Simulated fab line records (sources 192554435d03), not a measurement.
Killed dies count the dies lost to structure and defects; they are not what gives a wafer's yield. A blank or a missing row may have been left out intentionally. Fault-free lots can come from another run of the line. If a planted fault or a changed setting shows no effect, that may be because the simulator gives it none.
Comparing a struck lot with a sound one / flow n5_finfet / 18 out of 1938 route steps
Sound: wafers L169.3, L169.4, L169.5. Wafers struck: L155.1, L155.2, L155.6. Last of all comes the cause.
Each step with rows lists, per side, the tool, then ch with its chambers, then its first start. Under that, the readings that differ: sound wafers / struck wafers / difference of the means / sigmas: that difference in standard deviations of wafers without a fault.
alike: readings with means less than 2 such deviations apart, plus words and numbers identical on both sides. not compared: withheld readings, readings lacking a value on some wafer, bounds such as >300 that could conceal the same value, and numbers that have no deviation in the record and whose values overlap.
A row with sigmas, a row that says differs or no value, or rows on one side alone: a step with any of these is where the two part. When numbers do not overlap yet have no deviation, they are printed without sigmas and do not part them. A reading missing from all wafers of one side parts the sides only when that side holds two or more wafers.

first, 10 steps without rows for these wafers: N5_ZERO_LAYER_HARDBAKE_23 (time 120 s); N5_ZERO_LAYER_DESCUM_16 (chemistry O2, time 7.9 s); N5_ZERO_LAYER_ETCH_17 (etches SiO2 in CF4, target depth 12 nm, time 13.3 s); N5_ZERO_LAYER_ETCH_18 (etches Si in HBr/Cl2, target depth 120 nm, time 40 s); N5_ZERO_LAYER_STRIP_24 (strips in O2); N5_ZERO_LAYER_STRIP_19 (strips in SPM, time 900 s); N5_WELL_APT_HMDS_01 (time 60 s); N5_WELL_APT_COAT_02 (resist thk 950 nm); N5_WELL_APT_EBR_04; N5_WELL_APT_SOFTBAKE_03 (time 60 s).
N5_WELL_APT_EXPOSE_05: exposes mask NWELL, defocus 0 nm, target cd 200 nm.
  struck on krf_scanner-01, day 3 13:49; sound on krf_scanner-01 ch 0, day 7 01:47
  no value came back on the struck wafers for exposure_dose_mJ_cm2, focus_offset_nm (nm), na; on the sound wafers exposure_dose_mJ_cm2 reads 20.254 20.261 20.245
  alike: mask
then, 3 steps without rows for these wafers: N5_WELL_APT_PEB_06 (peb time 90 s); N5_WELL_APT_DEVELOP_07 (develop time 45 s); N5_WELL_APT_HARDBAKE_12 (time 120 s).
N5_WELL_APT_CD_MEAS_08: target cd 200 nm.
  sound on cd_sem-03 ch 0, day 7 01:56; struck on cd_sem-03 ch 0, day 3 13:59
reading=cd_nm (nm); sound=201.8 200.8 199.8; struck=- - -; difference=no value on the struck wafers; sigmas=
N5_WELL_APT_OVL_MEAS_09:
  sound on overlay-01 ch 0, day 7 01:58; struck on overlay-01 ch 0, day 3 14:01
reading=NWELL_OVL (nm); sound=0 3 -6; struck=- - -; difference=no value on the struck wafers; sigmas=
N5_BEOL_M4_RC_MEAS_101:
  the record has rows for the sound wafers here (prober-02 ch 0, day 13 15:06) and none for the struck ones
-- record jumps: 11 days separate the struck wafers' starts on either side; left off in module BEOL_M4, taken up again in module PASSIVATION, whose first shown step is the route's number 1936 --
N5_PASSIVATION_PROBE_49:
  only the struck wafers here have rows in the record (prober-01, day 14 21:34); the sound ones have none

## WHERE THEY PART
At N5_WELL_APT_EXPOSE_05 first; at N5_PASSIVATION_PROBE_49 last (within this record only).

WHY: what had been put in by the simulator
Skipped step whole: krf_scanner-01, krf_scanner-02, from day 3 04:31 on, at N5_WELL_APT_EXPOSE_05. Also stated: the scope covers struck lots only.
